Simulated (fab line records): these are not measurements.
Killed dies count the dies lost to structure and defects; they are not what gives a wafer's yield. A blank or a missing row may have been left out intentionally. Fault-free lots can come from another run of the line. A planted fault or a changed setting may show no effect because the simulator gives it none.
The tool behind it: which one? | flow nand harc | 18 wafers from 6 lots sampled at 3 of the route's 1302 steps

## WHAT EACH GAUGE READ, for each wafer
NHARC_P_CONTACT_CD_MEAS_12 targets a cd of 90 nm.
lot  | measured     | on        | cd nm (nm)
L220 | day 6 14:38  | cd sem-02 | 89.4 89.8 89.1
L223 | day 7 18:47  | cd sem-02 | 89.9 89.6 89.4
L228 | day 9 21:23  | cd sem-02 | 90.2 90.6 90.5
L229 | day 10 14:08 | cd sem-01 | 89.5 88.9 89.2
L231 | day 11 02:07 | cd sem-02 | 94.9 93.8 93.4 95.1 94.1 93.4
L241 | day 15 09:57 | cd sem-01 | 89.6 89.7 90.1

## WHICH TOOL RAN EACH LOT (tool, then ch and the chambers of the sampled wafers, then the start)
lot  | NHARC_P_GATE_STRIP_76                | NHARC_P_CONTACT_EXPOSE_09
L220 | plasma asher-01 ch 0,1, day 6 09:02  | arfi scanner-01 ch 0, day 6 14:30
L223 | plasma asher-01 ch 0,1, day 7 13:10  | arfi scanner-03 ch 0, day 7 18:39
L228 | plasma asher-02 ch 0,1, day 9 15:53  | arfi scanner-01 ch 0, day 9 21:15
L229 | plasma asher-02 ch 0,1, day 10 08:35 | arfi scanner-03 ch 0, day 10 13:59
L231 | plasma asher-01 ch 0,1, day 10 20:12 | arfi scanner-03 ch 0, day 11 01:59
L241 | plasma asher-01 ch 0,1, day 15 04:19 | arfi scanner-01 ch 0, day 15 09:49
- NHARC_P_GATE_STRIP_76: strips in O2.
- NHARC_P_CONTACT_EXPOSE_09: exposes mask P CA, target cd 90 nm.

## THE ANSWER, worked out from the rows above alone
Rule: what is usual is taken from the lots themselves. Put in order of their means at a reading, lots are off if they are a third of the lots or fewer, leave a main group of 4 or more, and stand apart from it by a gap of 3 or more times the standard deviation of the main group's means; of several such gaps the widest counts. A main group whose means are all the same, to the digits that the tables above print for the reading, isn't used. Also off: a lot with no number at a reading for which 4 or more lots have one. Any other lot the step has rows for is counted as sound.
Off, at NHARC_P_CONTACT_CD_MEAS_12 on cd nm: L231. Mean 89.7 nm and standard deviation 0.42 in the main group.
If a tool, at a process step before that reading, ran all the lots that are off and no sound lot after the first of them, it fits. Gauges at NHARC_P_CONTACT_CD_MEAS_12: tried the same way as those tools. Can't be told from this: 2 tools fit, arfi scanner-03 at NHARC_P_CONTACT_EXPOSE_09, cd sem-02 at NHARC_P_CONTACT_CD_MEAS_12.

## WHAT THE SIMULATOR HAD PUT IN
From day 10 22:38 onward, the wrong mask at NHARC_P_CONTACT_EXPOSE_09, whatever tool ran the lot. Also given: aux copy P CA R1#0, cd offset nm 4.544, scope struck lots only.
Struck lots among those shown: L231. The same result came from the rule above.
